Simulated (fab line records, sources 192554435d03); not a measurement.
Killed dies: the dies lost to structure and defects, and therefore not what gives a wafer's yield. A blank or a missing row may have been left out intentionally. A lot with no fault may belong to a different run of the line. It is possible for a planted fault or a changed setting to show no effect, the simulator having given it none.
fab line records	flow n5Finfet
[record] lots = 7	wafers = 39
route steps=1938 shown FIN_SAQP@130 SD_EPI_N@279 BEOL_M0_SAQP@672 BEOL_M0@731 BEOL_M5@1116 BEOL_M7@1263 BEOL_M8@1398
startH: the number of hours between the record's first day and the start of the first shown wafer of the lot	waitH: time in hours since the lot's previous step	" as in the row above	L1.1+2: several wafers, shown together as one row	- no value present, or no start provided	* or withheld: withheld	< > ~ a bound
route shown NAME@n: names a module that has steps shown in the file, with the first one's number in the route	usual: the fault-free wafers' mean and standard deviation	same: alike in all rows	chamber/n: place in a boat	sites: each site's reading	_std_site: standard deviation across them	_edge_site: outer sites' mean less inner sites'	radiusMm: how far each site lies from the wafer's centre	mask NAME#n: copy n	behind: the tool/chamber that last shaped the wafer	hold: the reason the lot was held/the length of the hold in hours/how it ended	device: names the non-switching transistor (n, p or np)	end of line: the route-end tests of the same wafers	for a step that has no rows: nothing shown but its recipe	killed: dies lost to structure and defects at the first sort, not the wafer's yield	map: dies across one wafer; x = killed, . = not, _ = none there
set.NAME: the setting the step ran with; set.NAME@STEP: the setting that earlier step ran with	model.NAME: the simulator's own value behind a step, which no gauge read
lots run with intentionally changed settings; tables by step, rows by wafer
[[steps]]
[step N5_FIN_SAQP_ETCH_65]
[recipe] chemistry = CF4	target = SiO2	targetDepthA = 40	ionEnergyEv = 350	timeS = 4.4	pressureMtorr = 10	icpW = 800	biasW = 400	cf4FlowSccm = 80
lot.wafer	tool	chamber	startH	waitH	set.timeS	model.etch.depthNm
L074.1	rieSi-04	1	23.89	0.1	4.4	3.983
L074.2	"	3	"	"	4.4	3.948
L074.3	"	0	"	"	4.4	4.139
L074.4	"	2	"	"	6.268	5.924
L074.5	"	2	"	"	6.268	5.982
L074.6	"	1	"	"	6.268	5.673
L082.1	rieSi-04	0	72.63	0.1	4.4	4.205
L082.2	"	2	"	"	3.475	3.375
L082.3	"	3	"	"	3.475	3.21
L082.4	"	1	"	"	4.4	4.048
L082.5	"	3	"	"	4.4	4.086
L082.6	"	2	"	"	3.475	3.391
L086.1	rieSi-01	2	97.90	0.1	4.4	3.998
L086.2	"	3	"	"	1.899	1.661
L086.3	"	0	"	"	4.4	3.867
L086.4	"	1	"	"	1.899	1.654
L086.5	"	3	"	"	1.899	1.663
L086.6	"	2	"	"	4.4	3.99
L089.1	rieSi-03	3	114.76	0.1	4.4	3.901
L089.2	"	0	"	"	4.4	4.048
L089.3	"	1	"	"	5.585	4.871
L089.4	"	2	"	"	5.585	5.07
L089.5	"	2	"	"	4.4	4.03
L089.6	"	1	"	"	5.585	4.855
L093.1	rieSi-04	2	140.07	0.1	4.4	4.172
L093.5	"	2	"	"	4.4	4.144
L093.6	"	1	"	"	4.4	3.956
L094.1	rieSi-03	1	144.61	0.1	4.4	3.808
L094.2	"	0	"	"	4.4	4.016
L094.3	"	2	"	"	4.4	3.991
L094.4	"	1	"	"	4.4	3.791
L094.5	"	0	"	"	4.4	4.071
L094.6	"	2	"	"	4.4	4.005
L095.1	rieSi-03	0	149.80	0.1	4.4	4.091
L095.2	"	2	"	"	4.4	4.051
L095.3	"	1	"	"	4.4	3.818
L095.4	"	3	"	"	4.4	3.936
L095.5	"	1	"	"	4.4	3.838
L095.6	"	0	"	"	4.4	4.084
[step N5_SD_EPI_N_ETCH_16]
[recipe] chemistry = CHF3/O2	target = SiO2	targetDepthA = 50	maskMaterial = SOC	pressureMtorr = 30	sourceW = 650	biasW = 170	Ar_flow_sccm = 200	CHF3_flow_sccm = 50	O2_flow_sccm = 5	ionEnergyEv = 200
lot.wafer	tool	chamber	startH	waitH	set.targetDepthA	model.etch.depthNm
L074.1	rieDiel-04	1	48.75	0.1	30.03	3.112
L074.2	"	3	"	"	50	4.954
L074.3	"	0	"	"	30.03	2.97
L074.4	"	0	"	"	30.03	2.976
L074.5	"	3	"	"	50	4.956
L074.6	"	1	"	"	50	5.185
L082.1	rieDiel-03	0	97.58	0.1	29.1	2.994
L082.2	"	3	"	"	50	4.947
L082.3	"	2	"	"	29.1	3.024
L082.4	"	1	"	"	50	4.598
L082.5	"	0	"	"	50	5.177
L082.6	"	3	"	"	29.1	2.919
L086.1	rieDiel-02	3	123.76	0.1	40.33	3.989
L086.2	"	1	"	"	40.33	3.95
L086.3	"	0	"	"	50	5.09
L086.4	"	2	"	"	40.33	4.027
L086.5	"	0	"	"	50	5.047
L086.6	"	1	"	"	50	4.882
L089.1	rieDiel-04	1	140.81	0.1	50	5.134
L089.2	"	0	"	"	77.97	7.657
L089.3	"	3	"	"	77.97	7.676
L089.4	"	0	"	"	50	4.876
L089.5	"	3	"	"	77.97	7.707
L089.6	"	1	"	"	50	5.145
L093.1	rieDiel-02	3	166.85	0.1	50	5.097
L093.5	"	3	"	"	50	5.12
L093.6	"	2	"	"	50	5.028
L094.1	rieDiel-02	2	169.94	0.1	50	5.051
L094.2	"	1	"	"	38.7	3.763
L094.3	"	3	"	"	38.7	4.021
L094.4	"	0	"	"	50	5.136
L094.5	"	2	"	"	50	5.036
L094.6	"	3	"	"	38.7	3.956
L095.1	rieDiel-03	3	175.23	0.1	50	5.152
L095.2	"	1	"	"	50	4.603
L095.3	"	2	"	"	50	5.138
L095.4	"	0	"	"	50	5.039
L095.5	"	3	"	"	50	5.184
L095.6	"	0	"	"	50	5.01
[step N5_BEOL_M0_SAQP_ETCH_106]
[recipe] chemistry = N2/H2	target = SOC	targetDepthA = 1500	stopOn = SiNx	ionEnergyEv = 100	biasW = 61	pressureMtorr = 30	sourceW = 850	n2FlowSccm = 200	h2FlowSccm = 200
lot.wafer	tool	chamber	startH	waitH	set.targetDepthA	model.SOC_of_BEOL_M0_SAQP_COAT_105.thkNm
L074.1+2+4	rieDiel-01	3,2,1	109.02	-	1500	23.2
L074.3+5	"	0,2	"	"	1778	8.6
L074.6	"	1	"	"	1778	9.4
L082.1+6	rieDiel-01	2	159.93	-	1500	23.2
L082.2	"	0	"	"	1500	23.6
L082.3+5	"	1	"	"	1500	24.2
L082.4	"	0	"	"	1500	23.8
L086.1	rieDiel-01	1	188.66	-	1500	23.6
L086.2	"	2	"	"	1500	23.4
L086.3	"	0	"	"	1500	24.6
L086.4+5+6	"	3,0,1	"	"	2022	0
L089.1	rieDiel-01	1	201.60	-	1500	24
L089.2+5+6	"	0,1,2	"	"	2312	0
L089.3	"	3	"	"	1500	20.8
L089.4	"	2	"	"	1500	24.4
L093.1	rieDiel-06	2	228.13	-	1500	26.4
L093.5	"	0	"	"	1500	24.4
L093.6	"	3	"	"	1500	27
L094.1	rieDiel-01	2	234.24	-	651.4	67
L094.2+4	"	3	"	"	1500	21.8
L094.3	"	0	"	"	651.4	67.2
L094.5	"	2	"	"	1500	24
L094.6	"	0	"	"	651.4	67.4
L095.1	rieDiel-05	3	238.82	-	1500	19.6
L095.2+3+4	"	0,2,1	"	"	2282	0
L095.5	"	3	"	"	1500	20.4
L095.6	"	0	"	"	1500	27.4
[step N5_BEOL_M0_SAQP_ETCH_107]
[recipe] chemistry = CH3F/O2	target = SiNx	targetDepthA = 300	maskMaterial = SOC	pressureMtorr = 30	sourceW = 395	biasW = 73	Ar_flow_sccm = 150	CH3F_flow_sccm = 30	O2_flow_sccm = 20	ionEnergyEv = 120
lot.wafer	tool	chamber	startH	waitH	set.targetDepthA@BEOL_M0_SAQP_ETCH_106	model.SOC_of_BEOL_M0_SAQP_COAT_105.thkNm
L074.1	rieDiel-01	3	109.08	0.0	1500	12.6
L074.2	"	2	"	"	1500	12.4
L074.3+5+6	"	0,2,1	"	"	1778	0
L074.4	"	1	"	"	1500	12.2
L082.1+6	rieDiel-01	2	159.99	0.0	1500	12.2
L082.2+4	"	0	"	"	1500	12.8
L082.3+5	"	1	"	"	1500	13
L086.1	rieDiel-01	1	188.72	0.0	1500	12.4
L086.2	"	2	"	"	1500	12.6
L086.3	"	0	"	"	1500	13.8
L086.4+5+6	"	3,0,1	"	"	2022	0
L089.1	rieDiel-01	1	201.66	0.0	1500	13
L089.2+5+6	"	0,1,2	"	"	2312	0
L089.3	"	3	"	"	1500	9.6
L089.4	"	2	"	"	1500	13.6
L093.1	rieDiel-06	2	228.19	0.0	1500	15.6
L093.5	"	0	"	"	1500	13.6
L093.6	"	3	"	"	1500	16.4
L094.1+3	rieDiel-01	2,0	234.30	0.0	651.4	56.2
L094.2	"	3	"	"	1500	10.8
L094.4	"	3	"	"	1500	10.6
L094.5	"	2	"	"	1500	13
L094.6	"	0	"	"	651.4	56.4
L095.1	rieDiel-05	3	238.88	0.0	1500	8.4
L095.2+3+4	"	0,2,1	"	"	2282	0
L095.5	"	3	"	"	1500	9.2
L095.6	"	0	"	"	1500	16.6
[step N5_BEOL_M0_ALD_136]
[recipe] material = TaN	targetThkA = *	tempC = 275	aldPrecursorFamily = PDMAT	aldCoReactant = NH3	pressureTorr = 3	carrierFlowSccm = 1500	pulseTimeS = 2	purgeTimeS = 3	coReactantPurgeTimeS = 2	coReactantPulseTimeS = 3	aldCycles = 30	precursorVesselTempC = 75	precursorVesselPressureTorr = 26.25	precursorVesselCarrierSccm = 1000
lot.wafer	tool	chamber	startH	waitH	set.aldCycles	model.TaN_of_BEOL_M0_ALD_136.thkNm
L074.1	aldMetal-03	3	114.42	0.0	30	*
L074.2+3+4+5+6	"	2,0,1,1,0	"	"	30	*
L082.1+2	aldMetal-03	1,0	178.57	0.2	30	*
L082.3	"	3	"	"	30	*
L082.4+5+6	"	2,3,0	"	"	17	*
L086.1+2+3+4+5+6	aldMetal-02	0,3,1,2,3,2	203.88	0.1	30	*
L089.1+4	aldMetal-02	2,3	213.16	0.0	30	*
L089.2+3+5+6	"	1,0,0,1	"	"	30	*
L093.1+5+6	aldMetal-03	0,2,1	233.22	0.3	30	*
L094.1+3+5	aldMetal-01	1,2,0	239.34	0.1	23	*
L094.2+4	"	0,3	"	"	30	*
L094.6	"	1	"	"	30	*
L095.1+2+3+4+5+6	aldMetal-03	1,2,3,0,0,1	245.64	0.1	30	*
[step N5_BEOL_M0_SURFACE_TREAT_137]
[recipe] gas = Ar	timeS = *	ionEnergyEv = *	ionCurrentMaCm2 = 0.5	pressureMtorr = *	arFlowSccm = 30
[step N5_BEOL_M0_CVD_115]
[recipe] material = Co	targetThkA = *	tempC = withheld	precursor = CCTBA/H2	pressureTorr = 30	timeS = 120
[step N5_BEOL_M0_ECD_118]
[recipe] material = Cu	targetThkA = 3000
[step N5_BEOL_M0_ANNEAL_119]
[recipe] tempC = 225	timeS = 90	ambient = N2
[step N5_BEOL_M0_CMP_120]
[recipe] stopOn = SiOC	tOverpolishS = 6.9	downForcePsi = 1	platenRpm = 50	clearingPlatenDownForcePsi = 1.5	clearingPlatenRpm = 50	postCmpClean = cuAlkaline	clearingPlatenPadVelocityMS = 0.99484	padVelocityMS = 0.99484
[usual] barrierFieldEndpointS = 3.64/0.15
lot.wafer	tool	chamber	startH	waitH	set.aldCycles@BEOL_M0_ALD_136	barrierFieldEndpointS
L074.3	cmp-02	2	115.99	0.2	30	3.89
L074.4	"	3	"	"	30	4.10
L074.2	"	0	"	"	30	3.75
L074.1	"	1	"	"	30	3.77
L074.5	"	2	"	"	30	3.64
L074.6	"	3	"	"	30	3.88
L082.3	cmp-02	0	179.94	0.2	30	3.61
L082.1	"	1	"	"	30	3.63
L082.4	"	2	"	"	17	2.79
L082.2	"	3	"	"	30	3.57
L082.5	"	0	"	"	17	2.83
L082.6	"	1	"	"	17	2.76
L086.2	cmp-01	2	205.53	0.4	30	3.32
L086.4	"	3	"	"	30	3.40
L086.3	"	0	"	"	30	3.48
L086.1	"	1	"	"	30	3.60
L086.5	"	2	"	"	30	3.50
L086.6	"	3	"	"	30	3.33
L089.1	cmp-01	2	214.48	0.3	30	3.40
L089.4	"	3	"	"	30	3.32
L089.2	"	0	"	"	30	3.51
L089.3	"	1	"	"	30	3.48
L089.6	"	2	"	"	30	3.37
L089.5	"	3	"	"	30	3.33
L093.1	cmp-04	1	235.94	0.5	30	3.65
L093.6	"	0	"	"	30	3.63
L093.5	"	1	"	"	30	3.61
L094.4	cmp-02	3	242.13	0.1	30	3.80
L094.3	"	0	"	"	23	3.19
L094.2	"	1	"	"	30	3.79
L094.1	"	2	"	"	23	3.43
L094.6	"	3	"	"	30	3.68
L094.5	"	0	"	"	23	3.30
L095.3	cmp-01	2	247.36	0.2	30	3.63
L095.2	"	3	"	"	30	3.49
L095.1	"	0	"	"	30	3.82
L095.4	"	1	"	"	30	3.62
L095.6	"	2	"	"	30	3.73
L095.5	"	3	"	"	30	3.59
[step N5_BEOL_M5_HM_DEP_02]
[recipe] material = TiN	targetThkA = 200	tempC = 25	chamberPressurePa = 0.49996
lot.wafer	tool	chamber	startH	waitH	set.targetThkA	model.TiN_of_BEOL_M5_HM_DEP_02.thkNm
L074.1+3+5	pvdSputter-03	-	178.57	1.2	200	19.8
L074.2+6	"	-	"	"	200	20.2
L074.4	"	-	"	"	200	19.6
L082.1+5	pvdSputter-01	-	262.58	1.8	131.3	12.6
L082.2	"	-	"	"	200	19.4
L082.3	"	-	"	"	131.3	12.8
L082.4	"	-	"	"	200	19.2
L082.6	"	-	"	"	200	19.6
L086.1+4+5	pvdSputter-03	-	279.37	1.6	200	20
L086.2	"	-	"	"	238.5	24.2
L086.3	"	-	"	"	238.5	24
L086.6	"	-	"	"	238.5	23.8
L089.1+6	pvdSputter-01	-	307.02	1.2	276.9	27.8
L089.2	"	-	"	"	200	20
L089.3	"	-	"	"	276.9	27.4
L089.4+5	"	-	"	"	200	20.2
L093.1	pvdSputter-01	-	320.89	1.8	200	19.6
L093.5	"	-	"	"	200	19.8
L093.6	"	-	"	"	200	19.2
L094.1+3	pvdSputter-02	-	328.94	0.9	200	20.2
L094.2+6	"	-	"	"	162	17
L094.4	"	-	"	"	200	20.4
L094.5	"	-	"	"	162	16.6
L095.1+2+5	pvdSputter-03	-	336.18	2.6	200	20
L095.3+6	"	-	"	"	200	20.2
L095.4	"	-	"	"	200	20.4
[step N5_BEOL_M5_COAT_59]
[recipe] resist = SOC	tempC = 250	timeS = 60	spinRpm = 1500	resistThkNm = 60
[step N5_BEOL_M5_COAT_60]
[recipe] resist = SiARC	tempC = 220	timeS = 60	spinRpm = 1500	resistThkNm = 12
[step N5_BEOL_M5_STRIP_73]
[recipe] chemistry = N2/H2	tempC = 40	n2FlowSccm = 200	h2FlowSccm = 200	rfFrequencyHz = 6e+07
[step N5_BEOL_M5_STRIP_64]
[recipe] chemistry = CF4	resist = SiARC	powerW = 300	biasPowerW = 75	pressureMtorr = 50	cf4FlowSccm = 150	rfFrequencyHz = 6e+07
[step N5_BEOL_M5_HM_OPEN_17]
[recipe] chemistry = Cl2/BCl3	targetDepthA = 200	overetchA = 60	target = TiN	maskMaterial = SOC	ionEnergyEv = 150	pressureMtorr = 10	icpW = 1000	biasW = 126	Cl2_flow_sccm = 53.25	bcl3FlowSccm = 21.75	Ar_flow_sccm = 25
lot.wafer	tool	chamber	startH	waitH	set.targetThkA@BEOL_M5_HM_DEP_02	model.etch.depthNm
L074.1	rieMetal-01	0	179.39	0.0	200	19.72
L074.2	"	1	"	"	200	20.13
L074.3	"	0	"	"	200	19.76
L074.4	"	1	"	"	200	19.68
L074.5	"	1	"	"	200	19.77
L074.6	"	0	"	"	200	20.19
L082.1	rieMetal-01	0	263.46	0.0	131.3	12.6
L082.2	"	1	"	"	200	19.44
L082.3	"	0	"	"	131.3	12.83
L082.4	"	1	"	"	200	19.21
L082.5	"	1	"	"	131.3	12.67
L082.6	"	0	"	"	200	19.63
L086.1	rieMetal-03	1	280.26	0.0	200	20.07
L086.2	"	0	"	"	238.5	24.14
L086.3	"	1	"	"	238.5	23.94
L086.4	"	0	"	"	200	20.06
L086.5	"	1	"	"	200	20.02
L086.6	"	0	"	"	238.5	23.89
L089.1	rieMetal-01	0	308.14	0.0	276.9	25.82
L089.2	"	1	"	"	200	20.07
L089.3	"	1	"	"	276.9	24.43
L089.4	"	0	"	"	200	20.1
L089.5	"	0	"	"	200	20.16
L089.6	"	1	"	"	276.9	24.47
L093.1	rieMetal-02	0	321.96	0.0	200	19.55
L093.5	"	1	"	"	200	19.71
L093.6	"	0	"	"	200	19.13
L094.1	rieMetal-02	1	329.82	0.0	200	20.22
L094.2	"	0	"	"	162	16.92
L094.3	"	1	"	"	200	20.29
L094.4	"	0	"	"	200	20.32
L094.5	"	0	"	"	162	16.57
L094.6	"	1	"	"	162	16.95
L095.1+5	rieMetal-01	0	337.03	0.0	200	20.01
L095.2	"	1	"	"	200	20.04
L095.3	"	1	"	"	200	20.13
L095.4	"	0	"	"	200	20.37
L095.6	"	1	"	"	200	20.24
[step N5_BEOL_M7_ILD_DEP_00]
[recipe] material = SiCOH_lowk	targetThkA = 1797.5	tempC = 300	precursor = DEMS/porogen	pressureTorr = 5	rfW = 500	timeS = 33.4
lot.wafer	tool	chamber	startH	waitH	set.targetThkA	model.SiCOH_lowk_of_BEOL_M7_ILD_DEP_00.thkNm
L074.1	pecvd-02	1	200.24	0.0	2394	241
L074.2	"	0	"	"	1797.5	176.2
L074.3	"	1	"	"	1797.5	184.4
L074.4	"	0	"	"	2394	238.2
L074.5	"	1	"	"	1797.5	185
L074.6	"	0	"	"	2394	240.6
L082.1	pecvd-02	1	281.67	0.0	1797.5	182.2
L082.2	"	2	"	"	1354	128.4
L082.3	"	0	"	"	1354	132
L082.4	"	2	"	"	1797.5	178.8
L082.5	"	0	"	"	1797.5	177.8
L082.6	"	1	"	"	1354	136.2
L086.1	pecvd-03	1	301.46	0.0	1797.5	181.8
L086.2	"	2	"	"	2432	245.2
L086.3	"	0	"	"	2432	240.4
L086.4	"	1	"	"	1797.5	182.2
L086.5	"	0	"	"	2432	245.4
L086.6	"	2	"	"	1797.5	185
L089.1	pecvd-02	2	329.97	0.0	1797.5	175.6
L089.2	"	0	"	"	1797.5	176
L089.3+6	"	1	"	"	1174	119.2
L089.4	"	2	"	"	1174	114
L089.5	"	0	"	"	1797.5	179.8
L093.1	pecvd-03	2	341.10	0.0	1797.5	177.2
L093.5	"	2	"	"	1797.5	181.6
L093.6	"	0	"	"	1797.5	177.6
L094.1	pecvd-02	0	349.23	0.0	1797.5	177.8
L094.2	"	1	"	"	772.4	81.4
L094.3	"	2	"	"	772.4	76.4
L094.4	"	2	"	"	1797.5	180
L094.5	"	1	"	"	1797.5	185.4
L094.6	"	0	"	"	772.4	78.2
L095.1	pecvd-02	2	355.92	0.0	1797.5	179.2
L095.2	"	0	"	"	1312	132.2
L095.3	"	1	"	"	1797.5	186.8
L095.4	"	2	"	"	1312	133.6
L095.5	"	1	"	"	1797.5	186.4
L095.6	"	0	"	"	1312	134
[step N5_BEOL_M7_CURE_74]
[recipe] tempC = 385	timeS = 240	ambient = He/Ar	material = SiCOH_lowk
lot.wafer	tool	chamber	startH	waitH	set.targetThkA@BEOL_M7_ILD_DEP_00	model.SiCOH_lowk_of_BEOL_M7_ILD_DEP_00.thkNm
L074.1	uvCure-03	2	200.33	0.1	2394	208.6
L074.2	"	2	"	"	1797.5	151.8
L074.3	"	2	"	"	1797.5	159.2
L074.4	"	2	"	"	2394	206.2
L074.5	"	2	"	"	1797.5	159.6
L074.6	"	2	"	"	2394	208.2
L082.1	uvCure-01	0	281.74	0.0	1797.5	157.2
L082.2	"	0	"	"	1354	110.4
L082.3	"	0	"	"	1354	113.6
L082.4	"	0	"	"	1797.5	154.2
L082.5	"	0	"	"	1797.5	153.2
L082.6	"	0	"	"	1354	117
L086.1	uvCure-03	0	301.53	0.0	1797.5	156.8
L086.2	"	0	"	"	2432	212.2
L086.3	"	0	"	"	2432	208
L086.4	"	0	"	"	1797.5	157.2
L086.5	"	0	"	"	2432	212.4
L086.6	"	0	"	"	1797.5	159.6
L089.1	uvCure-03	0	330.03	0.0	1797.5	151.4
L089.2	"	0	"	"	1797.5	151.8
L089.3+6	"	0	"	"	1174	102.4
L089.4	"	0	"	"	1174	98
L089.5	"	0	"	"	1797.5	155
L093.1	uvCure-03	0	341.17	0.0	1797.5	152.8
L093.5	"	0	"	"	1797.5	156.6
L093.6	"	0	"	"	1797.5	153
L094.1	uvCure-02	0	349.30	0.0	1797.5	153.4
L094.2	"	0	"	"	772.4	69.8
L094.3	"	0	"	"	772.4	65.4
L094.4	"	0	"	"	1797.5	155.2
L094.5	"	0	"	"	1797.5	160
L094.6	"	0	"	"	772.4	67
L095.1	uvCure-02	1	355.99	0.0	1797.5	154.4
L095.2	"	1	"	"	1312	113.8
L095.3	"	1	"	"	1797.5	161.2
L095.4	"	1	"	"	1312	114.8
L095.5	"	1	"	"	1797.5	160.8
L095.6	"	1	"	"	1312	115.2
[step N5_BEOL_M7_THK_MEAS_01]
[recipe] reads = SiCOH_lowk_of_BEOL_M7_ILD_DEP_00
[usual] M7_ILD_THK = 155.4/2.7
lot.wafer	tool	chamber	startH	waitH	set.targetThkA@BEOL_M7_ILD_DEP_00	M7_ILD_THK[nm]
L074.1	filmMetro-02	-	200.84	0.4	2394	208.6
L074.2	"	-	"	"	1797.5	151.9
L074.3	"	-	"	"	1797.5	159.2
L074.4	"	-	"	"	2394	206.2
L074.5	"	-	"	"	1797.5	159.5
L074.6	"	-	"	"	2394	208.3
L082.1	filmMetro-02	-	282.25	0.4	1797.5	157.1
L082.2	"	-	"	"	1354	110.5
L082.3	"	-	"	"	1354	113.6
L082.4	"	-	"	"	1797.5	154.3
L082.5	"	-	"	"	1797.5	153.3
L082.6	"	-	"	"	1354	117.1
L086.1	filmMetro-02	-	302.04	0.4	1797.5	156.8
L086.2	"	-	"	"	2432	212.1
L086.3	"	-	"	"	2432	208.0
L086.4	"	-	"	"	1797.5	157.1
L086.5	"	-	"	"	2432	212.4
L086.6	"	-	"	"	1797.5	159.5
L089.1	filmMetro-01	-	330.55	0.4	1797.5	151.3
L089.2	"	-	"	"	1797.5	151.7
L089.3	"	-	"	"	1174	102.4
L089.4	"	-	"	"	1174	97.9
L089.5	"	-	"	"	1797.5	155.1
L089.6	"	-	"	"	1174	102.5
L093.1	filmMetro-01	-	341.69	0.4	1797.5	152.8
L093.5	"	-	"	"	1797.5	156.5
L093.6	"	-	"	"	1797.5	153.1
L094.1	filmMetro-01	-	349.81	0.4	1797.5	153.3
L094.2	"	-	"	"	772.4	69.9
L094.3	"	-	"	"	772.4	65.5
L094.4	"	-	"	"	1797.5	155.1
L094.5	"	-	"	"	1797.5	159.9
L094.6	"	-	"	"	772.4	67.0
L095.1	filmMetro-02	-	356.50	0.4	1797.5	154.4
L095.2	"	-	"	"	1312	113.7
L095.3	"	-	"	"	1797.5	161.3
L095.4	"	-	"	"	1312	114.9
L095.5	"	-	"	"	1797.5	160.9
L095.6	"	-	"	"	1312	115.3
[step N5_BEOL_M8_DEP_56]
[recipe] material = SiCN	targetThkA = 100	tempC = withheld	precursor = 3MS/NH3	pressureTorr = 3	rfW = 202	timeS = 17.5
lot.wafer	tool	chamber	startH	waitH	set.targetThkA	model.SiCN_of_BEOL_M8_DEP_56.thkNm
L074.1+5	pecvd-04	1,0	217.21	0.0	128.8	12.6
L074.2+3+4	"	2,0,2	"	"	100	9.6
L074.6	"	1	"	"	128.8	12.8
L082.1+2	pecvd-04	2,0	301.03	0.0	71.7	7
L082.3	"	1	"	"	100	9.8
L082.4	"	1	"	"	71.7	7.2
L082.5+6	"	2,0	"	"	100	10
L086.1+4	pecvd-02	2	318.49	0.0	42.33	4.4
L086.2	"	1	"	"	100	10
L086.3	"	0	"	"	42.33	4.2
L086.5+6	"	0,1	"	"	100	10.2
L089.1	pecvd-02	0	348.72	0.0	72.77	7
L089.2+4	"	1,2	"	"	100	10
L089.3+5	"	2,0	"	"	72.77	7.2
L089.6	"	1	"	"	100	10.4
L093.1+5+6	pecvd-01	2,0,1	355.24	0.0	100	10
L094.1	pecvd-02	0	366.95	0.0	148.3	14.4
L094.2	"	2	"	"	148.3	14.6
L094.3+6	"	1	"	"	100	10
L094.4	"	2	"	"	148.3	14.8
L094.5	"	0	"	"	100	9.8
L095.1+3	pecvd-04	2,1	373.32	0.0	100	10
L095.2	"	0	"	"	134.6	13.4
L095.4	"	1	"	"	100	10.2
L095.5	"	2	"	"	134.6	13.6
L095.6	"	0	"	"	134.6	13.8
[[key]]
[split] step = N5_FIN_SAQP_ETCH_65	setting = timeS	stated = 4.4	by = wafer
[response] step = N5_FIN_SAQP_ETCH_65	reading = model.etch.depthNm	change = +0.0403	per = 1%	r = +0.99
[split] step = N5_SD_EPI_N_ETCH_16	setting = targetDepthA	stated = 50	by = wafer
[response] step = N5_SD_EPI_N_ETCH_16	reading = model.etch.depthNm	change = +0.0481	per = 1%	r = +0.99
[split] step = N5_BEOL_M0_SAQP_ETCH_106	setting = targetDepthA	stated = 1500	by = wafer
[response] step = N5_BEOL_M0_SAQP_ETCH_106	reading = model.SOC_of_BEOL_M0_SAQP_COAT_105.thkNm	change = -0.581	per = 1%	r = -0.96
[response] step = N5_BEOL_M0_SAQP_ETCH_107	reading = model.SOC_of_BEOL_M0_SAQP_COAT_105.thkNm	shape = bent	atLowest = 56.27	atStated = 12.6	atHighest = 0
[split] step = N5_BEOL_M0_ALD_136	setting = aldCycles	stated = 30	by = wafer
[response] step = N5_BEOL_M0_ALD_136	reading = model.TaN_of_BEOL_M0_ALD_136.thkNm	change = *	per = 1%	r = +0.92
[response] step = N5_BEOL_M0_CMP_120	reading = barrierFieldEndpointS	change = +0.0189	per = 1%	r = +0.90
[split] step = N5_BEOL_M5_HM_DEP_02	setting = targetThkA	stated = 200	by = wafer
[response] step = N5_BEOL_M5_HM_DEP_02	reading = model.TiN_of_BEOL_M5_HM_DEP_02.thkNm	change = +0.195	per = 1%	r = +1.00
[response] step = N5_BEOL_M5_HM_OPEN_17	reading = model.etch.depthNm	change = +0.164	per = 1%	r = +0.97
[split] step = N5_BEOL_M7_ILD_DEP_00	setting = targetThkA	stated = 1797.5	by = wafer
[response] step = N5_BEOL_M7_ILD_DEP_00	reading = model.SiCOH_lowk_of_BEOL_M7_ILD_DEP_00.thkNm	change = +1.78	per = 1%	r = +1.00
[response] step = N5_BEOL_M7_CURE_74	reading = model.SiCOH_lowk_of_BEOL_M7_ILD_DEP_00.thkNm	change = +1.55	per = 1%	r = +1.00
[response] step = N5_BEOL_M7_THK_MEAS_01	reading = M7_ILD_THK	change = +1.55	per = 1%	r = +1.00
[split] step = N5_BEOL_M8_DEP_56	setting = targetThkA	stated = 100	by = wafer
[response] step = N5_BEOL_M8_DEP_56	reading = model.SiCN_of_BEOL_M8_DEP_56.thkNm	change = +0.101	per = 1%	r = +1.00
